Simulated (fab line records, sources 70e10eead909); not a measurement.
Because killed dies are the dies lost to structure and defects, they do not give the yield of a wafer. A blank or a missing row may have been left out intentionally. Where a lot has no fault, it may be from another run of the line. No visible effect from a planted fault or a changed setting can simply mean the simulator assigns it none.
Chamber matching || flow nand harc || NHARC_P_M1_DEP_33 on pecvd-02 has 3 sister chambers
The step deposits SiCN, target thk 30 nm. 3 wafers are shown with their chamber, then 7 later ones without.

WAFERS WITH THEIR CHAMBER
{"wafer": "L846.5", "chamber": 0, "heater power w (W)": 481}
{"wafer": "L855.3", "chamber": 1, "heater power w (W)": 619}
{"wafer": "L855.4", "chamber": 2, "heater power w (W)": 569}

WAFERS WITH NO CHAMBER GIVEN
{"wafer": "L855.5", "heater power w (W)": 638}
{"wafer": "L856.3", "heater power w (W)": 623}
{"wafer": "L856.4", "heater power w (W)": 619}
{"wafer": "L856.6", "heater power w (W)": 526}
{"wafer": "L857.1", "heater power w (W)": 528}
{"wafer": "L857.4", "heater power w (W)": 528}
{"wafer": "L857.6", "heater power w (W)": 648}

CHAMBER TAKEN BY EACH
{"wafer": "L855.5", "from the rows above": "can't be placed: 1 or 2", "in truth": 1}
{"wafer": "L856.3", "from the rows above": "can't be placed: 1 or 2", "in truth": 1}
{"wafer": "L856.4", "from the rows above": "can't be placed: 1 or 2", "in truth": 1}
{"wafer": "L856.6", "from the rows above": "can't be placed: 2 or 0 or 1", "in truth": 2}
{"wafer": "L857.1", "from the rows above": "can't be placed: 2 or 0 or 1", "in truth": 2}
{"wafer": "L857.4", "from the rows above": "can't be placed: 2 or 0 or 1", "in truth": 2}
{"wafer": "L857.6", "from the rows above": "can't be placed: 1 or 2", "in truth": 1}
Placed correctly: 0 of 7. Not placeable from these rows: 7 (in 7, the candidates include the true chamber). Number placed wrongly: 0.
How it was worked out, from the rows above alone: a wafer's distance from a chamber is the root of the sum, over the readings, of the square of ((its reading less the chamber's mean) divided by the reading's scatter). If the next closest chamber is less than 2 further off than the closest, the wafer can't be placed; otherwise it belongs to the closest. The mean given for a chamber averages the wafers shown for that chamber. The scatter: with one shown wafer a chamber, the root of the mean of the squares of how far each hidden wafer lies from its nearest shown one.
